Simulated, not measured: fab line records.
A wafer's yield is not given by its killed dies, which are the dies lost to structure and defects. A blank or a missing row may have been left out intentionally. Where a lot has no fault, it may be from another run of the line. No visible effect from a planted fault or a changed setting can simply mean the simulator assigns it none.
fab line records -- flow n5-finfet
record lots=5, wafers=15, last-day=19
route steps=1938 shown BEOL_M4@1099 BEOL_M5@1112 BEOL_M13@1665 PASSIVATION@1936
lots untouched by any fault: they come from a run of this same line in which no faults occurred
start-h: the number of hours between the record's first day and the start of the first shown wafer of the lot -- wait-h: hours elapsed since this lot's preceding step -- " repeats the value in the row above -- L1.1+2: a single row standing in for several wafers -- - no value, or no start was given -- * or withheld: withheld -- < > ~ a bound
route shown NAME@n: names a module that has steps shown in the file, with the first one's number in the route -- usual: average and standard deviation across the fault-free wafers -- same: alike in all rows -- chamber/n: place in a boat -- sites: readings site by site -- _std_site: the values' standard deviation -- _edge_site: the outer-site mean with the inner-site mean subtracted -- radius-mm: how far each site lies from the wafer's centre -- mask NAME#n: copy n -- behind: the most recent tool/chamber to have shaped the wafer -- hold: why the lot was held/for how many hours/how that ended -- device: the n, p or np transistor that did not switch -- end of line: the tests these same wafers got at the end of their route -- for a step that has no rows: nothing shown but its recipe -- killed: at the first sort, the dies lost to defects and structure; wafer yield is something else -- map: per-die view of a wafer (x killed, . not killed, _ where there is no die)
set.NAME: setting as actually run; set.NAME@STEP: the setting as run at that earlier step -- model.NAME: the simulator's own value behind a step, which no gauge read
lots at some steps of the route; a table a step, a row a wafer
services: from which hour (start-h, from the record's first day; less than 0 if before it) a tool's chamber was out of use, for how many hours, and why
## steps
# step N5_BEOL_M4_ANNEAL_95
# recipe temp-c=400, time-s=240, ambient=vacuum
# step N5_BEOL_M4_SPUTTER_96
# recipe material=Cu, target-thk-a=45, temp-c=-20, chamber-pressure-pa=0.07, power-w=withheld, time-s=8.29
# step N5_BEOL_M4_ECD_50
# recipe material=Cu, target-thk-a=3000
# step N5_BEOL_M4_ANNEAL_51
# recipe temp-c=225, time-s=90, ambient=N2
# step N5_BEOL_M4_CMP_52
# recipe stop-on=SiOC, t-overpolish-s=6.8, down-force-psi=1, platen-rpm=50, clearing-platen-down-force-psi=1.5, clearing-platen-rpm=50, post-cmp-clean=cu-alkaline, target-thk-nm=40, clearing-platen-pad-velocity-m-s=0.99484, pad-velocity-m-s=0.99484
# step N5_BEOL_M4_PRE_CLEAN_60
# recipe gas=NH3/H2, time-s=15, temp-c=*, rf-power-w=300
# step N5_BEOL_M4_CO_CAP_55
# recipe material=Co, target-thk-a=20, temp-c=200, precursor=CCTBA/H2, pressure-torr=30, time-s=102.1
# step N5_BEOL_M4_PRE_CLEAN_56
# recipe gas=NH3, time-s=15, temp-c=withheld, rf-power-w=300
# step N5_BEOL_M4_DEP_57
# recipe material=SiCN, target-thk-a=80, temp-c=withheld, precursor=3MS/NH3, pressure-torr=3, rf-w=202, time-s=14
# step N5_BEOL_M4_RC_MEAS_101
# usual DIBL_N=36.5/2.2, DIBL_P=36.9/2.9, IOFF_N=0.17/0.044, IOFF_P=0.22/0.052, ION_N=671/16, ION_P=461/10, SS_N=71.6/0.73, SS_P=73.5/0.79, VT_N=250/4.1, VT_P=-250/4.1
lot.wafer,tool,chamber,start-h,wait-h,DIBL_N[mV/V],DIBL_P[mV/V],IOFF_N[nA/um],IOFF_P[nA/um],ION_N[uA/um],ION_P[uA/um],SS_N[mV/dec],SS_P[mV/dec],VT_N[mV],VT_P[mV]
L615.1,prober-02,0,209.09,0.0,38.2,39.6,0.18,0.26,680,466,72.3,73.7,249,-248
L615.2,prober-02,0,209.09,0.0,34.1,35.2,0.11,0.19,649,460,71.7,72.8,255,-250
L615.3,prober-02,0,209.09,0.0,31.5,31.4,0.08,0.13,641,446,70.0,71.7,259,-254
L619.1,prober-01,0,242.65,0.0,32.0,31.8,0.10,0.14,651,451,70.6,72.5,255,-256
L619.4,prober-01,0,242.65,0.0,35.1,36.3,0.14,0.19,669,458,71.9,73.4,251,-255
L619.5,prober-01,0,242.65,0.0,35.2,36.5,0.14,0.21,673,462,71.9,72.9,251,-249
L623.4,prober-02,0,259.03,0.5,38.6,40.0,0.23,0.27,699,472,72.3,73.7,245,-246
L623.5,prober-02,0,259.03,0.5,37.7,37.5,0.20,0.23,671,457,72.1,74.2,247,-246
L623.6,prober-02,0,259.03,0.5,38.1,40.1,0.22,0.29,689,473,71.1,74.0,245,-243
L625.2,prober-02,0,268.72,0.2,38.8,40.6,0.19,0.26,666,463,71.6,74.2,248,-248
L625.4,prober-02,0,268.72,0.2,34.5,34.9,0.13,0.18,662,460,71.5,73.4,253,-252
L625.6,prober-02,0,268.72,0.2,34.7,35.1,0.12,0.18,662,455,71.3,73.3,254,-257
L634.1,prober-01,0,340.34,0.0,39.0,41.7,0.23,0.29,690,480,73.1,74.8,244,-245
L634.2,prober-01,0,340.34,0.0,36.1,36.9,0.15,0.20,665,458,72.1,73.8,252,-250
L634.6,prober-01,0,340.34,0.0,36.4,37.6,0.15,0.21,662,450,71.4,73.3,248,-250
# step N5_BEOL_M5_ILD_DEP_00
# recipe material=SiCOH_lowk, target-thk-a=1406.4, temp-c=300, precursor=DEMS/porogen, pressure-torr=5, rf-w=500, time-s=25.9
# step N5_BEOL_M5_CURE_79
# recipe temp-c=385, time-s=240, ambient=He/Ar, material=SiCOH_lowk
# step N5_BEOL_M5_PECVD_70
# recipe material=SiO2, target-thk-a=160, temp-c=400, precursor=TEOS/O2, pressure-torr=5.5, rf-w=450, teos-flow-sccm=53.8, gas=O2, flow-sccm=3000, time-s=18
# step N5_BEOL_M5_HM_DEP_02
# recipe material=TiN, target-thk-a=200, temp-c=25, chamber-pressure-pa=0.49996
# step N5_BEOL_M5_COAT_59
# recipe resist=SOC, temp-c=250, time-s=60, spin-rpm=1500, resist-thk-nm=60
# step N5_BEOL_M5_COAT_60
# recipe resist=SiARC, temp-c=220, time-s=60, spin-rpm=1500, resist-thk-nm=12
# step N5_BEOL_M5_COAT_71
# recipe resist=underlayer, temp-c=205, time-s=60, spin-rpm=1500, resist-thk-nm=5
# step N5_BEOL_M5_COAT_05
# recipe resist=CAR-EUV, spin-rpm=1500, resist-thk-nm=30
# step N5_BEOL_M5_EBR_07
# recipe solvent=PGMEA, ebr-width-mm=1.5
# step N5_BEOL_M5_SOFTBAKE_06
# recipe temp-c=110, time-s=60, resist=CAR-EUV
# step N5_BEOL_M5_EXPOSE_08
# recipe mask-id=M5, na=0.33, source-shape=annular, sigma-inner=0.4, sigma-outer=0.8, polarization=unpolarized, target-cd-nm=28, dose-mj=35.75
# step N5_BEOL_M5_PEB_09
# recipe peb-temp-c=100, peb-time-s=60, resist=CAR-EUV
# step N5_BEOL_M5_DEVELOP_10
# recipe develop-time-s=30, developer=TMAH, resist=CAR-EUV, rinse-liquid=surfactant-rinse, dry=air-spin, dev-temp-c=23
# step N5_BEOL_M5_DESCUM_16
# recipe chemistry=O2, time-s=7, source-power-w=50, bias-power-w=20, pressure-mtorr=20, rf-frequency-hz=2.712e+07, temp-c=40, resist=CAR-EUV, o2-flow-sccm=225
# step N5_BEOL_M5_ETCH_72
# recipe chemistry=N2/H2, target=underlayer, target-depth-a=65, mask-material=CAR-EUV, time-s=5.2, ion-energy-ev=200, pressure-mtorr=30, source-w=840, bias-w=150, n2-flow-sccm=200, h2-flow-sccm=200, ends=cleared
# step N5_BEOL_M5_ETCH_61
# recipe chemistry=CF4, target=SiARC, target-depth-a=156, mask-material=CAR-EUV, time-s=26, ion-energy-ev=80, pressure-mtorr=40, source-w=545, bias-w=36, Ar_flow_sccm=100, cf4-flow-sccm=100, ends=cleared
# step N5_BEOL_M5_ETCH_62
# recipe chemistry=N2/H2, target=SOC, target-depth-a=750, overetch-a=150, mask-material=SiARC, temp-c=40, time-s=112.5, ion-energy-ev=200, pressure-mtorr=30, source-w=840, bias-w=150, n2-flow-sccm=200, h2-flow-sccm=200
# step N5_BEOL_M5_STRIP_63
# recipe chemistry=N2/H2, temp-c=40, n2-flow-sccm=200, h2-flow-sccm=200, rf-frequency-hz=6e+07
# step N5_BEOL_M5_STRIP_73
# recipe chemistry=N2/H2, temp-c=40, n2-flow-sccm=200, h2-flow-sccm=200, rf-frequency-hz=6e+07
# step N5_BEOL_M5_STRIP_64
# recipe chemistry=CF4, resist=SiARC, power-w=300, bias-power-w=75, pressure-mtorr=50, cf4-flow-sccm=150, rf-frequency-hz=6e+07
# step N5_BEOL_M5_HM_OPEN_17
# recipe chemistry=Cl2/BCl3, target-depth-a=200, overetch-a=60, target=TiN, mask-material=SOC, ion-energy-ev=150, pressure-mtorr=10, icp-w=1000, bias-w=126, Cl2_flow_sccm=53.25, bcl3-flow-sccm=21.75, Ar_flow_sccm=25
# step N5_BEOL_M5_STRIP_19
# recipe chemistry=O2, power-w=400, temp-c=40, pressure-mtorr=30, rf-frequency-hz=6e+07, bias-power-w=0, overash-fraction=0.2, o2-flow-sccm=225
# step N5_BEOL_M5_COAT_65
# recipe resist=SOC, temp-c=250, time-s=60, spin-rpm=1500, resist-thk-nm=60
# step N5_BEOL_M5_COAT_66
# recipe resist=SiARC, temp-c=220, time-s=60, spin-rpm=1500, resist-thk-nm=12
# step N5_BEOL_M13_EXPOSE_07
# recipe mask-id=V12, na=0.93, source-shape=conventional, sigma-outer=0.6, polarization=unpolarized, attpsm-phase-deg=180, dose-mj=24.8
# usual exposure-dose-mJ-cm2=24.782/0.023
lot.wafer,tool,chamber,start-h,wait-h,mask,exposure-dose-mJ-cm2
L615.1,krf-scanner-02,0,285.43,-,V12#0,24.755
L615.2,krf-scanner-02,0,285.43,-,V12#0,24.792
L615.3,krf-scanner-02,0,285.43,-,V12#0,24.787
L619.1,krf-scanner-02,0,312.86,-,V12#0,24.756
L619.4,krf-scanner-02,0,312.86,-,V12#0,24.793
L619.5,krf-scanner-02,0,312.86,-,V12#0,24.781
L623.4,krf-scanner-02,0,331.44,-,V12#0,24.795
L623.5,krf-scanner-02,0,331.44,-,V12#0,24.684
L623.6,krf-scanner-02,0,331.44,-,V12#0,24.746
L625.2,krf-scanner-02,0,342.55,-,V12#0,24.796
L625.4,krf-scanner-02,0,342.55,-,V12#0,24.808
L625.6,krf-scanner-02,0,342.55,-,V12#0,24.810
L634.1,krf-scanner-02,0,413.51,-,V12#0,24.775
L634.2,krf-scanner-02,0,413.51,-,V12#0,24.821
L634.6,krf-scanner-02,0,413.51,-,V12#0,24.791
# step N5_BEOL_M13_CD_MEAS_10
# recipe target-cd-nm=190, landing-energy-ev=500, detector=se-inlens, polarity=opening
# usual cd-nm=188.5/1.5
lot.wafer,tool,chamber,start-h,wait-h,cd-nm
L615.1,cd-sem-01,0,285.60,-,186.9
L615.2,cd-sem-01,0,285.60,-,188.7
L615.3,cd-sem-01,0,285.60,-,190.1
L619.1,cd-sem-02,0,313.03,-,136.3
L619.4,cd-sem-02,0,313.03,-,133.0
L619.5,cd-sem-02,0,313.03,-,133.5
L623.4,cd-sem-01,0,331.60,-,130.6
L623.5,cd-sem-01,0,331.60,-,130.9
L623.6,cd-sem-01,0,331.60,-,188.9
L625.2,cd-sem-02,0,342.72,-,190.2
L625.4,cd-sem-02,0,342.72,-,131.2
L625.6,cd-sem-02,0,342.72,-,187.4
L634.1,cd-sem-02,0,413.68,-,189.3
L634.2,cd-sem-02,0,413.68,-,190.7
L634.6,cd-sem-02,0,413.68,-,186.3
# step N5_PASSIVATION_PROBE_49
# usual defect-limited-yield=91.3/1.4, killed_at_M0_to_M3=36/10, killed_at_M4_up=13/5.4, killed-at-contacts=12/5.3, killed-at-front-end=39/10, killed-at-other=3.2/2.7, killed-dies=103/16, killed-on-rim=13/4, killed-open=68/13, killed-short=33/6.6, sort_bin_5_function=5.1/0.92, sort_bin_6_memory=3.3/0.68, sort_bin_8_speed=0.1/0.41, sort-n-pass=1077/17, sort-yield-pct=91.2/1.4
# same gross-dies=1180, killed-at-back-side=0, sort_bin_4_leakage[%]=0
lot.wafer,tool,chamber,start-h,wait-h,defect-limited-yield[%],killed_at_M0_to_M3,killed_at_M4_up,killed-at-contacts,killed-at-front-end,killed-at-other,killed-dies,killed-on-rim,killed-open,killed-short,sort_bin_5_function[%],sort_bin_6_memory[%],sort_bin_8_speed[%],sort-n-pass,sort-yield-pct[%]
L619.1,prober-01,-,349.49,0.8,0,15,1094,12,58,1,1180,152,67,32,96.4,3.4,0,0,0
L619.4,prober-01,-,349.64,0.9,0,27,1090,10,52,1,1180,152,76,26,96.9,2.9,0,0,0
L619.5,prober-01,-,349.69,1.0,0,8,1126,11,33,2,1180,152,44,20,97.8,1.9,0,0,0
L623.4,prober-01,-,365.76,0.3,0,28,1098,6,40,8,1180,152,76,21,96.5,2.8,0,0,0
L623.5,prober-01,-,365.81,0.4,0,53,1078,21,26,2,1180,152,74,45,95.6,4.1,0,0,0
L625.2,prober-02,-,374.87,0.1,89.6,48,26,12,36,1,123,21,73,46,6.2,3.5,0,1057,89.6
L625.4,prober-02,-,374.97,0.2,0,37,1109,7,27,0,1180,152,64,28,96.6,3.2,0,0,0
L625.6,prober-02,-,375.07,0.3,91.3,33,13,6,50,1,103,8,69,33,5.8,2.9,0,1077,91.3
L634.1,prober-02,-,449.67,0.0,91.9,28,18,16,27,7,96,19,71,23,4.4,3.3,0,1084,91.9
L634.2,prober-02,-,449.72,0.1,92.6,30,9,12,33,3,87,5,52,35,4.6,2.5,0,1093,92.6
L634.6,prober-02,-,449.92,0.3,92.2,40,11,6,35,0,92,16,57,35,4.8,2.7,0,1088,92.2
# killed by level:class
L619.1 BEOL_M13:area-expose=1080 FIN_SAQP:geometric-particle:open=18 FIN_SAQP:geometric-particle:short=11 MOL_CONTACT_COAG:geometric-particle:open=10 BEOL_M4:geometric-particle:open=7 DUMMY_GATE:geometric-particle:open=6 ILD0:geometric-particle:short=5 STI_FIN_REVEAL:geometric-particle:open=4
L619.4 BEOL_M13:area-expose=1078 FIN_SAQP:geometric-particle:open=13 STI_FIN_REVEAL:geometric-particle:open=13 MOL_CONTACT_COAG:geometric-particle:open=8 BEOL_M0_SAQP:geometric-particle:short=8 ILD0:geometric-particle:open=7 BEOL_M2:geometric-particle:open=7 BEOL_M1:geometric-particle:open=6
L619.5 BEOL_M13:area-expose=1116 FIN_SAQP:geometric-particle:open=10 MOL_CONTACT_COAG:geometric-particle:open=10 ILD0:geometric-particle:short=6 FIN_SAQP:geometric-particle:short=4 STI_FIN_REVEAL:geometric-particle:open=4 DUMMY_GATE:geometric-particle:open=4 BEOL_M0_SAQP:geometric-particle:short=3
L623.4 BEOL_M13:area-expose=1077 BEOL_M4:geometric-particle:open=14 BEOL_M0_SAQP:geometric-particle:open=10 FIN_SAQP:geometric-particle:open=8 STI_FIN_REVEAL:geometric-particle:open=6 HKMG_FIN:area-etch=6 BEOL_M2:geometric-particle:open=5 BEOL_M3:geometric-particle:open=5
L623.5 BEOL_M13:area-expose=1058 BEOL_M0_SAQP:geometric-particle:short=15 MOL_CONTACT_COAG:geometric-particle:open=12 FIN_SAQP:geometric-particle:open=11 BEOL_M0_SAQP:geometric-particle:open=11 BEOL_M3:geometric-particle:open=10 MOL_CONTACT_COAG:geometric-particle:short=9 BEOL_M2:geometric-particle:open=8
L625.2 BEOL_M0_SAQP:geometric-particle:short=11 FIN_SAQP:geometric-particle:short=10 FIN_SAQP:geometric-particle:open=9 BEOL_M0_SAQP:geometric-particle:open=9 MOL_CONTACT_COAG:geometric-particle:open=8 BEOL_M4:geometric-particle:open=8 BEOL_M2:geometric-particle:open=7 BEOL_M3:geometric-particle:open=7
L625.4 BEOL_M13:area-expose=1086 BEOL_M1:geometric-particle:open=13 FIN_SAQP:geometric-particle:open=8 BEOL_M0_SAQP:geometric-particle:short=8 MOL_CONTACT_COAG:geometric-particle:open=7 BEOL_M0_SAQP:geometric-particle:open=7 BEOL_M4:geometric-particle:open=6 FIN_SAQP:geometric-particle:short=5
L625.6 STI_FIN_REVEAL:geometric-particle:open=11 BEOL_M4:geometric-particle:open=9 FIN_SAQP:geometric-particle:open=8 DUMMY_GATE:geometric-particle:open=8 BEOL_M0_SAQP:geometric-particle:open=7 BEOL_M1:geometric-particle:open=7 GATE_CUT:geometric-particle:short=6 MOL_CONTACT_COAG:geometric-particle:open=5
L634.1 MOL_CONTACT_COAG:geometric-particle:open=15 BEOL_M3:geometric-particle:open=9 GATE_CUT:geometric-particle:short=6 BEOL_M4:geometric-particle:open=6 STI_FIN_REVEAL:geometric-particle:open=5 BEOL_M5:geometric-particle:open=4 GATE_CUT:geometric-particle:open=4 BEOL_M0_SAQP:geometric-particle:open=4
L634.2 BEOL_M0_SAQP:geometric-particle:open=8 MOL_CONTACT_COAG:geometric-particle:open=7 FIN_SAQP:geometric-particle:short=6 BEOL_M0_SAQP:geometric-particle:short=6 FIN_SAQP:geometric-particle:open=5 STI_FIN_REVEAL:geometric-particle:open=5 MOL_CONTACT_COAG:geometric-particle:short=5 DUMMY_GATE:geometric-particle:open=4
L634.6 BEOL_M0_SAQP:geometric-particle:short=14 BEOL_M0_SAQP:geometric-particle:open=9 GATE_CUT:geometric-particle:open=6 DUMMY_GATE:geometric-particle:open=5 MOL_CONTACT_COAG:geometric-particle:open=5 GATE_CUT:geometric-particle:short=4 STARTING-WAFER:geometric-particle:open=4 BEOL_M1:geometric-particle:open=4
# map L619.1 (x killed, . not)
_________________xxxxxxxxxxxx________________
______________xxxxxxxxxxxxxxxxxx_____________
___________xxxxxxxxxxxxxxxxxxxxxxxx__________
__________xxxxxxxxxxxxxxxxxxxxxxxxxx_________
________xxxxxxxxxxxxxxxxxxxxxxxxxxxxxx_______
_______xxxxxxxxxxxxxxxxxxxxxxxxxxxxxxxx______
______xxxxxxxxxxxxxxxxxxxxxxxxxxxxxxxxxx_____
_____xxxxxxxxxxxxxxxxxxxxxxxxxxxxxxxxxxxx____
____xxxxxxxxxxxxxxxxxxxxxxxxxxxxxxxxxxxxxx___
___xxxxxxxxxxxxxxxxxxxxxxxxxxxxxxxxxxxxxxxx__
___xxxxxxxxxxxxxxxxxxxxxxxxxxxxxxxxxxxxxxxx__
__xxxxxxxxxxxxxxxxxxxxxxxxxxxxxxxxxxxxxxxxxx_
__xxxxxxxxxxxxxxxxxxxxxxxxxxxxxxxxxxxxxxxxxx_
_xxxxxxxxxxxxxxxxxxxxxxxxxxxxxxxxxxxxxxxxxxxx
_xxxxxxxxxxxxxxxxxxxxxxxxxxxxxxxxxxxxxxxxxxxx
_xxxxxxxxxxxxxxxxxxxxxxxxxxxxxxxxxxxxxxxxxxxx
_xxxxxxxxxxxxxxxxxxxxxxxxxxxxxxxxxxxxxxxxxxxx
_xxxxxxxxxxxxxxxxxxxxxxxxxxxxxxxxxxxxxxxxxxxx
_xxxxxxxxxxxxxxxxxxxxxxxxxxxxxxxxxxxxxxxxxxxx
_xxxxxxxxxxxxxxxxxxxxxxxxxxxxxxxxxxxxxxxxxxxx
_xxxxxxxxxxxxxxxxxxxxxxxxxxxxxxxxxxxxxxxxxxxx
__xxxxxxxxxxxxxxxxxxxxxxxxxxxxxxxxxxxxxxxxxx_
__xxxxxxxxxxxxxxxxxxxxxxxxxxxxxxxxxxxxxxxxxx_
___xxxxxxxxxxxxxxxxxxxxxxxxxxxxxxxxxxxxxxxx__
___xxxxxxxxxxxxxxxxxxxxxxxxxxxxxxxxxxxxxxxx__
____xxxxxxxxxxxxxxxxxxxxxxxxxxxxxxxxxxxxxx___
_____xxxxxxxxxxxxxxxxxxxxxxxxxxxxxxxxxxxx____
______xxxxxxxxxxxxxxxxxxxxxxxxxxxxxxxxxx_____
_______xxxxxxxxxxxxxxxxxxxxxxxxxxxxxxxx______
________xxxxxxxxxxxxxxxxxxxxxxxxxxxxxx_______
__________xxxxxxxxxxxxxxxxxxxxxxxxxx_________
___________xxxxxxxxxxxxxxxxxxxxxxxx__________
______________xxxxxxxxxxxxxxxxxx_____________
_________________xxxxxxxxxxxx________________
# map L623.4 (x killed, . not)
_________________xxxxxxxxxxxx________________
______________xxxxxxxxxxxxxxxxxx_____________
___________xxxxxxxxxxxxxxxxxxxxxxxx__________
__________xxxxxxxxxxxxxxxxxxxxxxxxxx_________
________xxxxxxxxxxxxxxxxxxxxxxxxxxxxxx_______
_______xxxxxxxxxxxxxxxxxxxxxxxxxxxxxxxx______
______xxxxxxxxxxxxxxxxxxxxxxxxxxxxxxxxxx_____
_____xxxxxxxxxxxxxxxxxxxxxxxxxxxxxxxxxxxx____
____xxxxxxxxxxxxxxxxxxxxxxxxxxxxxxxxxxxxxx___
___xxxxxxxxxxxxxxxxxxxxxxxxxxxxxxxxxxxxxxxx__
___xxxxxxxxxxxxxxxxxxxxxxxxxxxxxxxxxxxxxxxx__
__xxxxxxxxxxxxxxxxxxxxxxxxxxxxxxxxxxxxxxxxxx_
__xxxxxxxxxxxxxxxxxxxxxxxxxxxxxxxxxxxxxxxxxx_
_xxxxxxxxxxxxxxxxxxxxxxxxxxxxxxxxxxxxxxxxxxxx
_xxxxxxxxxxxxxxxxxxxxxxxxxxxxxxxxxxxxxxxxxxxx
_xxxxxxxxxxxxxxxxxxxxxxxxxxxxxxxxxxxxxxxxxxxx
_xxxxxxxxxxxxxxxxxxxxxxxxxxxxxxxxxxxxxxxxxxxx
_xxxxxxxxxxxxxxxxxxxxxxxxxxxxxxxxxxxxxxxxxxxx
_xxxxxxxxxxxxxxxxxxxxxxxxxxxxxxxxxxxxxxxxxxxx
_xxxxxxxxxxxxxxxxxxxxxxxxxxxxxxxxxxxxxxxxxxxx
_xxxxxxxxxxxxxxxxxxxxxxxxxxxxxxxxxxxxxxxxxxxx
__xxxxxxxxxxxxxxxxxxxxxxxxxxxxxxxxxxxxxxxxxx_
__xxxxxxxxxxxxxxxxxxxxxxxxxxxxxxxxxxxxxxxxxx_
___xxxxxxxxxxxxxxxxxxxxxxxxxxxxxxxxxxxxxxxx__
___xxxxxxxxxxxxxxxxxxxxxxxxxxxxxxxxxxxxxxxx__
____xxxxxxxxxxxxxxxxxxxxxxxxxxxxxxxxxxxxxx___
_____xxxxxxxxxxxxxxxxxxxxxxxxxxxxxxxxxxxx____
______xxxxxxxxxxxxxxxxxxxxxxxxxxxxxxxxxx_____
_______xxxxxxxxxxxxxxxxxxxxxxxxxxxxxxxx______
________xxxxxxxxxxxxxxxxxxxxxxxxxxxxxx_______
__________xxxxxxxxxxxxxxxxxxxxxxxxxx_________
___________xxxxxxxxxxxxxxxxxxxxxxxx__________
______________xxxxxxxxxxxxxxxxxx_____________
_________________xxxxxxxxxxxx________________
## services
tool,chamber,start-h,hours,kind
krf-scanner-02,0,274.54,-,calibration
krf-scanner-02,-,279.33,0.8,pm
krf-scanner-02,-,349.82,1.0,pm
krf-scanner-02,-,387.84,1.2,repair
krf-scanner-02,-,398.68,0.2,repair
krf-scanner-02,-,399.07,1.3,pm
## key
first-sign step=N5_BEOL_M13_CD_MEAS_10, reading=cd-nm, direction=down, sigmas=37, usual=188.5, struck=132.6
effect step=N5_PASSIVATION_PROBE_49, reading=killed_at_M4_up, direction=up, sigmas=99+, usual=13, struck=1099
more-kills-born-at N5_BEOL_M13_EXPOSE_07@krf-scanner-02=6495
met-at N5_BEOL_M13_EXPOSE_07
struck-wafers L619.1,L619.4,L619.5,L623.4,L623.5,L625.4
later-rows-left-out L619.1,L619.4,L619.5,L623.4,L623.5,L625.4
onset-between 285.43 312.86
fault kind=process-parameter-drift, tool=krf-scanner-02, chamber=-, onset-h=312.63, steps=N5_BEOL_M13_EXPOSE_07, channel=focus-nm, offset=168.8, shape=step, end-h=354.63, scope=struck-wafers-only
# later-rows-left-out: the simulator's readings of these wafers behind a module that went badly wrong aren't trusted and aren't shown, but for the sort
